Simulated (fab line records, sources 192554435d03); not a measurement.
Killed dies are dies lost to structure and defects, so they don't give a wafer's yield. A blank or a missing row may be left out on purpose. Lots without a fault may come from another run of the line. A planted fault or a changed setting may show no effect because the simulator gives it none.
Chamber matching | flow n5_finfet | N5_FIN_CUT_STRIP_24 on rie_diel-04: 4 sister chambers
The step strips in CF4. 18 wafers are shown with their chamber, then 9 later ones without.

WAFERS WITH THEIR CHAMBER
wafer  | chamber | showerhead_plenum_p_Torr (Torr) | throttle_valve_pct (%) | oes_product_au (a.u.)
L075.3 | 0       | 1.85                            | 13.44                  | 0.75
L075.4 | 1       | 1.87                            | 13.33                  | 0.77
L075.5 | 1       | 1.87                            | 13.34                  | 0.76
L076.3 | 1       | 1.87                            | 13.33                  | 0.77
L076.4 | 3       | 1.78                            | 13.38                  | 0.90
L076.6 | 1       | 1.87                            | 13.33                  | 0.77
L081.2 | 2       | 1.76                            | 13.65                  | 0.70
L081.4 | 3       | 1.77                            | 13.41                  | 0.87
L081.6 | 2       | 1.76                            | 13.64                  | 0.71
L084.3 | 1       | 1.86                            | 13.35                  | 0.76
L084.5 | 2       | 1.75                            | 13.66                  | 0.70
L084.6 | 3       | 1.77                            | 13.41                  | 0.86
L086.1 | 3       | 1.77                            | 13.42                  | 0.86
L086.3 | 1       | 1.86                            | 13.37                  | 0.75
L086.5 | 1       | 1.86                            | 13.39                  | 0.76
L087.3 | 2       | 1.75                            | 13.67                  | 0.69
L087.4 | 0       | 1.85                            | 13.48                  | 0.73
L087.6 | 1       | 1.86                            | 13.39                  | 0.75

SIGNATURES (means of the wafers above)
reading                  | chamber 0 | chamber 1 | chamber 2 | chamber 3 | scatter within a chamber
showerhead_plenum_p_Torr | 1.8500    | 1.8650    | 1.7550    | 1.7725    | 0.00518
throttle_valve_pct       | 13.4600   | 13.3537   | 13.6550   | 13.4050   | 0.0223
oes_product_au           | 0.7400    | 0.7612    | 0.7000    | 0.8725    | 0.0118
Rule: a wafer's distance from a chamber is the root of the sum, over the readings, of the square of ((its reading less the chamber's mean) divided by the reading's scatter). The wafer belongs to the nearest chamber; if the next one is less than 2 further off, it can't be placed. The scatter: the root of (the sum of the squares of (reading less its chamber's mean) over the shown wafers, divided by (wafers less chambers)).

WAFERS WITHOUT THEIR CHAMBER
wafer  | showerhead_plenum_p_Torr (Torr) | throttle_valve_pct (%) | oes_product_au (a.u.)
L090.1 | 1.86                            | 13.40                  | 0.75
L090.3 | 1.84                            | 13.51                  | 0.72
L090.5 | 1.86                            | 13.39                  | 0.74
L091.1 | 1.84                            | 13.51                  | 0.72
L091.2 | 1.77                            | 13.44                  | 0.85
L091.3 | 1.86                            | 13.39                  | 0.75
L094.1 | 1.75                            | 13.12                  | 0.93
L094.4 | 1.77                            | 13.47                  | 0.84
L094.6 | 1.84                            | 13.51                  | 0.73

WHICH CHAMBER EACH WENT THROUGH
wafer  | from the rows above     | in truth
L090.1 | can't be placed: 1 or 0 | 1
L090.3 | 0                       | 0
L090.5 | can't be placed: 1 or 0 | 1
L091.1 | 0                       | 0
L091.2 | 3                       | 3
L091.3 | can't be placed: 1 or 0 | 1
L094.1 | 3                       | 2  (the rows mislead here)
L094.4 | 3                       | 3
L094.6 | 0                       | 0
Placed correctly: 5 of 9. Can't be placed from these rows: 3 (the true chamber is among the candidates in 3). Placed wrongly: 1.
